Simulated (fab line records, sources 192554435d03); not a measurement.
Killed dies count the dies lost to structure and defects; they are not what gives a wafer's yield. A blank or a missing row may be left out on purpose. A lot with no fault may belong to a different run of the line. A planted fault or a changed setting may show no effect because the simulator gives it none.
Which tool did it? || flow n5-finfet || 20 lots (60 wafers sampled), 1 step of a 1938-step route

## WHAT THE GAUGES READ, wafer by wafer
N5_DUMMY_REMOVAL_INSPECT_06: inspects for defects (brightfield).
{"lot": "L074", "measured": "day 4 01:50", "on": "defect-inspect-01", "raw-defect-count": "8 14 8"}
{"lot": "L076", "measured": "day 4 12:56", "on": "defect-inspect-02", "raw-defect-count": "17 15 8"}
{"lot": "L077", "measured": "day 4 16:50", "on": "defect-inspect-02", "raw-defect-count": "7 11 9"}
{"lot": "L079", "measured": "day 5 02:53", "on": "defect-inspect-01", "raw-defect-count": "9 5 15"}
{"lot": "L080", "measured": "day 5 11:57", "on": "defect-inspect-02", "raw-defect-count": "17 8 29"}
{"lot": "L081", "measured": "day 5 16:32", "on": "defect-inspect-01", "raw-defect-count": "9 9 7"}
{"lot": "L082", "measured": "day 6 00:09", "on": "defect-inspect-01", "raw-defect-count": "15 15 14"}
{"lot": "L083", "measured": "day 6 03:36", "on": "defect-inspect-01", "raw-defect-count": "10 6 8"}
{"lot": "L084", "measured": "day 6 10:07", "on": "defect-inspect-01", "raw-defect-count": "12 9 21"}
{"lot": "L085", "measured": "day 6 19:45", "on": "defect-inspect-02", "raw-defect-count": "11 13 8"}
{"lot": "L086", "measured": "day 7 05:42", "on": "defect-inspect-01", "raw-defect-count": "6 8 8"}
{"lot": "L087", "measured": "day 7 06:26", "on": "defect-inspect-01", "raw-defect-count": "8 8 17"}
{"lot": "L088", "measured": "day 7 14:59", "on": "defect-inspect-02", "raw-defect-count": "6 17 17"}
{"lot": "L089", "measured": "day 7 16:19", "on": "defect-inspect-01", "raw-defect-count": "4 18 10"}
{"lot": "L090", "measured": "day 7 21:21", "on": "defect-inspect-01", "raw-defect-count": "27 13 9"}
{"lot": "L092", "measured": "day 8 09:56", "on": "defect-inspect-01", "raw-defect-count": "6 7 8"}
{"lot": "L093", "measured": "day 8 16:10", "on": "defect-inspect-02", "raw-defect-count": "10 9 7"}
{"lot": "L094", "measured": "day 8 23:44", "on": "defect-inspect-02", "raw-defect-count": "6 13 7"}
{"lot": "L096", "measured": "day 9 11:10", "on": "defect-inspect-02", "raw-defect-count": "6 9 18"}
{"lot": "L097", "measured": "day 9 15:33", "on": "defect-inspect-02", "raw-defect-count": "5 12 5"}

## EACH LOT AND THE TOOL THAT RAN IT (in order: tool; ch and the chambers of the sampled wafers; start)
The record holds no process step before these readings.

## WHAT THE TOOLS THEMSELVES READ (means of the sampled wafers that have a number; where no wafer has one, the mark that the record gives instead)
The record holds no such reading with a usual standard deviation.

## THE ANSWER, worked out from the rows above alone
Rule: the usual values come from the lots themselves. Put in order of their means at a reading, lots are off if they are a third of the lots or fewer, leave a main group of 4 or more, and stand apart from it by a gap of 3 or more times the standard deviation of the main group's means; of several such gaps the widest counts. If all means in a main group match to the digits the tables above print for the reading, that group is not used. Also off: a lot with no number at a reading for which 4 or more lots have one. The other lots that the step has rows for count as sound. The gauges are gone through in route order, then the tools' own readings, and for those a lot's mean is taken as printed above. The first step at which some lot is off is used, and at that step the reading that is off furthest; a lot without a number counts as furthest.
Nothing can be told from this: no lot is off at any reading shown.

## WHAT WAS PUT IN BY THE SIMULATOR
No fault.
